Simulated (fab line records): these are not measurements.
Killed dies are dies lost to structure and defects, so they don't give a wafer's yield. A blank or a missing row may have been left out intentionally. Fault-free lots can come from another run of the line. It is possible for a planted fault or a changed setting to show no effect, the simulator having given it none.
What tool caused it?    flow nand_harc    Sampling: 24 lots, 72 wafers, 3 of 1302 route steps

== WHAT THE GAUGES READ, wafer by wafer ==
NHARC_A_M0_INSPECT_11. Usual: raw_defect_count reads 91 (standard deviation 30).
lot   measured      on                 raw_defect_count  flag
L074  day 22 23:33  defect_inspect-01  60 68 60          
L075  day 23 01:22  defect_inspect-01  93 93 89          
L076  day 23 16:58  defect_inspect-02  126 116 116       
L078  day 23 21:49  defect_inspect-02  58 65 72          
L077  day 23 23:38  defect_inspect-02  120 107 107       
L079  day 24 15:05  defect_inspect-01  75 76 57          
L080  day 25 05:55  defect_inspect-02  91 80 89          
L082  day 25 23:04  defect_inspect-01  37 34 42          
L081  day 25 23:46  defect_inspect-01  93 98 113         
L083  day 26 11:31  defect_inspect-01  67 105 91         
L084  day 26 20:27  defect_inspect-01  113 128 120       
L085  day 27 00:29  defect_inspect-02  83 91 82          
L086  day 27 18:52  defect_inspect-02  71 70 73          
L088  day 28 17:46  defect_inspect-02  99 100 110        
L087  day 28 19:15  defect_inspect-02  72 61 62          
L089  day 28 22:17  defect_inspect-01  122 95 112        
L090  day 29 12:17  defect_inspect-02  75 80 81          
L091  day 29 23:38  defect_inspect-01  180 143 152       
L092  day 30 11:14  defect_inspect-01  117 112 119       
L094  day 30 14:02  defect_inspect-02  100 112 106       
L093  day 30 20:54  defect_inspect-01  109 95 115        
L095  day 31 18:17  defect_inspect-02  26 28 19          
L096  day 31 20:08  defect_inspect-02  122 119 113       
L097  day 32 20:08  defect_inspect-01  72 95 86          

NHARC_A_M1_OVL_MEAS_10: pitch 240 nm. Usual: overlay_x_nm -0.1 nm, standard deviation 0.6; overlay_y_nm -0.1 nm, standard deviation 0.87.
lot   measured      on          overlay_x_nm (nm)  overlay_y_nm (nm)  flag
L074  day 23 03:32  overlay-01  0.2 0.6 0.4        -0.4 0.1 0.3       
L075  day 23 05:15  overlay-01  1.0 0.5 0.1        -0.2 -0.2 0.3      
L076  day 23 21:13  overlay-01  -1.0 -0.8 -1.3     0.1 0.1 0.4        
L078  day 24 02:46  overlay-02  0.4 0.3 0.8        -1.4 -2.1 -2.0     
L077  day 24 03:44  overlay-01  -0.2 -0.6 -0.4     0.2 -0.1 0.1       
L079  day 24 19:07  overlay-01  0.4 -0.5 0.1       -0.2 0.1 0.3       
L080  day 25 10:06  overlay-01  -0.3 -0.5 0.0      0.2 0.0 -0.1       
L082  day 26 03:26  overlay-01  -0.3 -0.8 -0.5     0.0 0.0 0.0        
L081  day 26 03:46  overlay-02  -0.7 -0.4 -0.9     -0.5 -1.0 -0.3     
L083  day 26 15:26  overlay-01  0.6 -0.3 -0.4      -0.7 -0.3 -0.1     
L084  day 27 00:21  overlay-02  -0.4 -0.4 -0.8     -0.4 -0.5 -0.3     
L085  day 27 04:48  overlay-01  -0.6 -0.1 -0.6     0.8 0.6 0.7        
L086  day 27 22:51  overlay-02  1.5 1.0 1.5        -1.4 -1.2 -0.9     
L088  day 28 21:51  overlay-02  -0.1 0.0 -0.4      0.0 0.1 0.6        
L087  day 28 23:17  overlay-02  -0.8 -0.7 -1.2     0.1 -0.2 -0.2      
L089  day 29 02:23  overlay-01  0.0 0.0 -0.6       -0.2 -0.1 0.2      
L090  day 29 16:25  overlay-01  -1.3 -0.7 -0.6     1.1 0.4 0.7        
L091  day 30 03:31  overlay-02  0.0 0.2 0.5        -0.8 -0.1 -0.3     
L092  day 30 15:16  overlay-02  -0.2 -0.1 0.1      -1.5 -1.5 -1.8     
L094  day 30 18:07  overlay-02  0.8 0.3 0.2        1.2 1.2 1.2        
L093  day 31 00:47  overlay-02  -0.6 -0.8 -0.5     2.0 1.9 2.2        
L095  day 31 22:17  overlay-01  0.3 0.6 -0.2       -1.9 -1.3 -1.2     
L096  day 32 00:01  overlay-01  0.6 0.1 0.0        -0.1 -0.3 0.0      
L097  day 33 00:07  overlay-02  0.6 -0.1 0.8       0.4 0.4 0.6        

== WHAT TOOL EACH LOT RAN ON (gives the tool, then ch and the chambers of the sampled wafers, and finally the start) ==
lot   NHARC_A_BLC_STRIP_21
L074  rie_diel-03 ch 1,2, day 22 20:51
L075  rie_diel-03 ch 0,3, day 22 22:34
L076  rie_diel-12 ch 1,2,3, day 23 14:07
L078  rie_diel-06 ch 0,1,2, day 23 18:53
L077  rie_diel-06 ch 1,3, day 23 20:39
L079  rie_diel-06 ch 0,1,2, day 24 12:17
L080  rie_diel-03 ch 0,2,3, day 25 03:14
L082  rie_diel-03 ch 0,2,3, day 25 20:16
L081  rie_diel-12 ch 0,1,2, day 25 20:56
L083  rie_diel-03 ch 0,1,2, day 26 08:44
L084  rie_diel-06 ch 0,1,3, day 26 17:46
L085  rie_diel-03 ch 1,2, day 26 21:47
L086  rie_diel-12 ch 0,1, day 27 16:08
L088  rie_diel-12 ch 1,2,3, day 28 14:57
L087  rie_diel-03 ch 0,2, day 28 16:26
L089  rie_diel-12 ch 1,2,3, day 28 19:27
L090  rie_diel-03 ch 0,1,2, day 29 09:22
L091  rie_diel-03 ch 0,1,2, day 29 20:49
L092  rie_diel-06 ch 0,3, day 30 08:22
L094  rie_diel-06 ch 0,3, day 30 10:56
L093  rie_diel-12 ch 1,2,3, day 30 18:02
L095  rie_diel-06 ch 0,1,3, day 31 13:50
L096  rie_diel-06 ch 0,1, day 31 15:29
L097  rie_diel-12 ch 0,3, day 32 17:16
- NHARC_A_BLC_STRIP_21: strips in O2.

== WHAT THE TOOLS THEMSELVES READ (means of the sampled wafers that have a number; where no wafer has one, the mark that the record gives instead) ==
NHARC_A_BLC_STRIP_21. Usual: chamber_pressure_mTorr 59.99 mTorr, standard deviation 0.057; drypump_motor_current_A 5.6 A, standard deviation 0.45; oes_product_au 1.000 a.u., standard deviation 0.012; rf_vpp_V 57.9 V, standard deviation 0.97; showerhead_plenum_p_Torr 3.57 Torr, standard deviation 0.13; throttle_valve_pct 17.035 %, standard deviation 0.0092.
lot   tool         chamber_pressure_mTorr (mTorr)  drypump_motor_current_A (A)  oes_product_au (a.u.)  rf_vpp_V (V)  showerhead_plenum_p_Torr (Torr)  throttle_valve_pct (%)  flag
L074  rie_diel-03  60.00                           5.1                          0.993                  57.3          3.54                             17.030                  
L075  rie_diel-03  59.98                           5.6                          1.009                  57.9          3.65                             17.032                  
L076  rie_diel-12  59.94                           5.3                          1.014                  57.6          3.56                             17.031                  
L078  rie_diel-06  60.06                           6.1                          0.993                  58.4          3.54                             17.035                  
L077  rie_diel-06  60.01                           5.8                          1.005                  57.2          3.60                             17.029                  
L079  rie_diel-06  59.98                           6.1                          0.988                  57.8          3.53                             17.032                  
L080  rie_diel-03  59.96                           5.5                          1.000                  58.1          3.67                             17.032                  
L082  rie_diel-03  60.00                           5.5                          1.002                  58.7          3.67                             17.028                  
L081  rie_diel-12  60.01                           5.7                          1.000                  57.8          3.67                             17.037                  
L083  rie_diel-03  60.06                           5.3                          1.000                  56.6          3.61                             17.033                  
L084  rie_diel-06  60.03                           5.8                          0.993                  57.3          3.57                             17.043                  
L085  rie_diel-03  59.97                           5.1                          1.002                  58.5          3.63                             17.037                  
L086  rie_diel-12  59.98                           5.5                          1.012                  58.9          3.72                             17.031                  
L088  rie_diel-12  59.97                           5.3                          1.014                  57.6          3.54                             17.030                  
L087  rie_diel-03  60.03                           5.7                          0.979                  57.5          3.68                             17.041                  
L089  rie_diel-12  59.97                           5.3                          1.008                  57.8          3.54                             17.028                  
L090  rie_diel-03  59.97                           5.3                          0.997                  57.2          3.60                             17.034                  
L091  rie_diel-03  59.97                           5.4                          0.996                  58.1          3.60                             17.026                  
L092  rie_diel-06  59.99                           5.9                          0.995                  57.7          3.50                             17.034                  
L094  rie_diel-06  59.94                           5.9                          0.994                  58.0          3.54                             17.038                  
L093  rie_diel-12  59.96                           5.3                          1.004                  58.7          3.53                             17.047                  
L095  rie_diel-06  60.01                           5.8                          0.998                  56.9          3.56                             17.049                  
L096  rie_diel-06  60.01                           5.8                          1.004                  58.0          3.63                             17.048                  
L097  rie_diel-12  59.94                           5.8                          0.999                  58.3          3.55                             17.033                  

== THE ANSWER, worked out from the rows above alone ==
Rule: a lot counts as off when the mean over its wafers that have a number is more than 3 standard deviations away from the usual mean. A lot without any number at a reading at which 4 lots or more have one is off too. Any other lot the step has rows for is counted as sound. Order of review: gauges by route order, followed by the tools' own readings, for which a lot's mean as printed above is used. The first step at which some lot is off is used, and at that step the reading that is off furthest; a lot without a number counts as furthest.
No lot is off at any reading shown: from this, nothing can be told.

== WHAT WAS PUT IN BY THE SIMULATOR ==
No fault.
